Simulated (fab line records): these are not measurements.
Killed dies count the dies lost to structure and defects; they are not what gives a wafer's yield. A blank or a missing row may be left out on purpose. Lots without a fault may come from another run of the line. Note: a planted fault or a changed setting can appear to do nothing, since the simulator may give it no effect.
A struck lot beside a sound one :: flow n5_finfet :: 36 steps out of a route of 1938
Sound: these wafers, L281.3, L281.5, L281.6. Struck: wafer L290.6; the same lot's L290.2 was not struck, so it is left out; see the end for the cause.
For every step that has rows: the tool of each side, followed by ch and its chambers, followed by its first start. Under that, the readings that differ: sound wafers :: struck wafers :: difference of the means :: sigmas: that difference in standard deviations of wafers without a fault.
alike: readings with means less than 2 such deviations apart, plus words and numbers identical on both sides. not compared: withheld readings, readings lacking a value on some wafer, bounds such as >300 that could conceal the same value, and numbers that have no deviation in the record and whose values overlap.
The two part at a step that has a row with sigmas, a row that says differs or no value, or rows on one side only. When numbers do not overlap yet have no deviation, they are printed without sigmas and do not part them. A reading that every wafer of one side lacks parts them only if that side has two wafers or more.

first, 9 steps without rows for these wafers: N5_STI_FIN_REVEAL_STRIP_35 (strips Si3N4 in H3PO4, target depth 4 nm, time 39 s); N5_STI_FIN_REVEAL_SRD_21 (time 30 s); N5_STI_FIN_REVEAL_OXIDATION_33 (chemistry O2 PLASMA REMOTE, time 20 s); N5_STI_FIN_REVEAL_CLEAN_19 (cleans in O3/DIW, time 120 s); N5_STI_FIN_REVEAL_SRD_23 (time 30 s); N5_STI_FIN_REVEAL_PRECLEAN_18 (cleans in SC2, time 45 s); N5_STI_FIN_REVEAL_SRD_28 (time 30 s); N5_DUMMY_GATE_PRECLEAN_00 (cleans in O3/DIW, time 60 s); N5_DUMMY_GATE_SRD_01 (time 30 s).
N5_DUMMY_GATE_ALD_02: deposits SiO2, target thk 2 nm, pulse time 1 s.
  sound on ald_sin-04 ch 1,2,3, day 6 02:05; struck on ald_sin-04 ch 1, day 8 09:11
reading: model.SiO2_of_DUMMY_GATE_ALD_02.thk_nm (nm)
sound: 2 2 2
struck: 3.4
difference: +1.4
sigmas: 
  alike: chamber_pressure_Torr, heater_power_w, precursor_pulse_height_rel
then, 24 steps without rows for these wafers: N5_DUMMY_GATE_CVD_03 (deposits a-Si from SiH4, target thk 150 nm, time 8042 s); N5_DUMMY_GATE_PRECLEAN_46 (cleans in DIW, time 89.5 s); N5_DUMMY_GATE_SRD_47 (dry time 32 s); N5_DUMMY_GATE_CMP_04 (polishes a-Si); N5_DUMMY_GATE_HM_DEP_06 (deposits SiNx from DCS/NH3, target thk 80 nm, time 5141 s); N5_DUMMY_GATE_PECVD_30 (deposits SiO2 from TEOS/O2, target thk 55 nm, time 10.8 s); N5_DUMMY_GATE_COAT_34 (time 60 s, resist thk 60 nm); N5_DUMMY_GATE_COAT_35 (time 60 s, resist thk 10 nm); N5_DUMMY_GATE_COAT_28 (time 60 s, resist thk 10 nm); N5_DUMMY_GATE_COAT_09 (resist thk 30 nm); N5_DUMMY_GATE_EBR_11; N5_DUMMY_GATE_SOFTBAKE_10 (time 60 s); N5_DUMMY_GATE_EXPOSE_12 (exposes mask GATE, target cd 25 nm); N5_DUMMY_GATE_PEB_13 (peb time 60 s); N5_DUMMY_GATE_DEVELOP_14 (develop time 30 s); N5_DUMMY_GATE_DESCUM_20 (chemistry O2, time 6.2 s); N5_DUMMY_GATE_ETCH_29 (etches underlayer in N2/H2, target depth 13 nm); N5_DUMMY_GATE_ETCH_36 (etches SiARC in CF4, target depth 13 nm); N5_DUMMY_GATE_ETCH_37 (etches SOC in N2/H2, target depth 60 nm, overetch 30 nm); N5_DUMMY_GATE_STRIP_38 (strips in N2/H2); N5_DUMMY_GATE_STRIP_39 (strips in N2/H2); N5_DUMMY_GATE_TRIM_49 (chemistry O2, time 29 s, target cd 14 nm); N5_DUMMY_GATE_STRIP_40 (strips in CF4); N5_DUMMY_GATE_ETCH_31 (etches SiO2 in C4F6/O2, target depth 82.5 nm, time 27.5 s).
-- record jumps: 7 days separate the struck wafers' starts on either side; left off in module DUMMY_GATE, taken up again in module BEOL_M4, whose first shown step is the route's number 1111 --
N5_BEOL_M4_RC_MEAS_101:
  sound on prober-01 ch 0, day 12 13:41; struck on prober-01 ch 0, day 15 13:37
reading: DIBL_N (mV/V)
sound: 35.4 35.4 36.3
struck: 49.8
difference: +14.1
sigmas: +6

reading: DIBL_P (mV/V)
sound: 33.1 33.7 35.6
struck: 51.8
difference: +17.7
sigmas: +7

reading: EOT_N
sound: 10.50 10.58 10.54
struck: 17.93
difference: +7.39
sigmas: +67

reading: EOT_P
sound: 10.58 10.60 10.55
struck: 17.91
difference: +7.33
sigmas: +67

reading: IGATE_N (nA/um)
sound: 0.0111 0.0100 0.0114
struck: 0.0000
difference: -0.0108
sigmas: -5

reading: IGATE_P (nA/um)
sound: 0.0033 0.0031 0.0035
struck: 0.0000
difference: -0.0033
sigmas: -5

reading: IOFF_N (nA/um)
sound: 0.13 0.14 0.15
struck: 0.47
difference: +0.33
sigmas: +6

reading: IOFF_N_85C (nA/um)
sound: 2.5 2.7 2.9
struck: 7.7
difference: +5.0
sigmas: +6

reading: IOFF_N_LIN (nA/um)
sound: 0.062 0.067 0.070
struck: 0.229
difference: +0.163
sigmas: +10

reading: IOFF_P (nA/um)
sound: 0.17 0.19 0.21
struck: 0.72
difference: +0.53
sigmas: +11

reading: IOFF_P_85C (nA/um)
sound: 3.0 3.3 3.6
struck: 10.1
difference: +6.8
sigmas: +10

reading: IOFF_P_LIN (nA/um)
sound: 0.087 0.094 0.102
struck: 0.369
difference: +0.275
sigmas: +16

reading: ION_N (uA/um)
sound: 654 665 671
struck: 558
difference: -105
sigmas: -6

reading: ION_P (uA/um)
sound: 454 460 461
struck: 399
difference: -59
sigmas: -5

reading: SS_N (mV/dec)
sound: 70.7 70.8 71.3
struck: 74.4
difference: +3.5
sigmas: +4

reading: SS_P (mV/dec)
sound: 72.1 72.8 73.2
struck: 75.7
difference: +3.0
sigmas: +4

reading: VT_N (mV)
sound: 252 250 251
struck: 238
difference: -13
sigmas: -3

reading: VT_N_LVT (mV)
sound: 102 100 100
struck: 87
difference: -14
sigmas: -4

reading: VT_P (mV)
sound: -253 -253 -250
struck: -235
difference: +17
sigmas: +4

reading: VT_P_LVT (mV)
sound: -103 -101 -101
struck: -82
difference: +20
sigmas: +6
-- record jumps: 5 days separate the struck wafers' starts on either side; left off in module BEOL_M4, taken up again in module PASSIVATION, whose first shown step is the route's number 1936 --
N5_PASSIVATION_PROBE_49:
  sound on prober-01 at day 17 08:19; struck on prober-01 at day 20 05:47
reading: killed_at_contacts
sound: 20 20 17
struck: 5
difference: -14
sigmas: -2

reading: killed_at_front_end
sound: 62 39 70
struck: 37
difference: -20
sigmas: -2

reading: sort_bin_4_leakage (%)
sound: 0 0 0
struck: 75
difference: +75
sigmas: +21

reading: sort_bin_6_memory (%)
sound: 4.2 4.4 6.2
struck: 3.0
difference: -1.9
sigmas: -3

reading: sort_bin_8_speed (%)
sound: 0 0 0
struck: 15.8
difference: +15.8
sigmas: +9

reading: sort_n_pass
sound: 1042 1050 1023
struck: 0
difference: -1038
sigmas: -20

reading: sort_yield_pct (%)
sound: 88 89 87
struck: 0
difference: -88
sigmas: -20
  alike: defect_limited_yield, killed_at_M0_to_M3, killed_at_M4_up, killed_at_other, killed_dies, killed_open, killed_short, sort_bin_5_function

WHERE THEY PART
First at N5_BEOL_M4_RC_MEAS_101; last, within this record, at N5_PASSIVATION_PROBE_49.

WHY: the cause the simulator had injected
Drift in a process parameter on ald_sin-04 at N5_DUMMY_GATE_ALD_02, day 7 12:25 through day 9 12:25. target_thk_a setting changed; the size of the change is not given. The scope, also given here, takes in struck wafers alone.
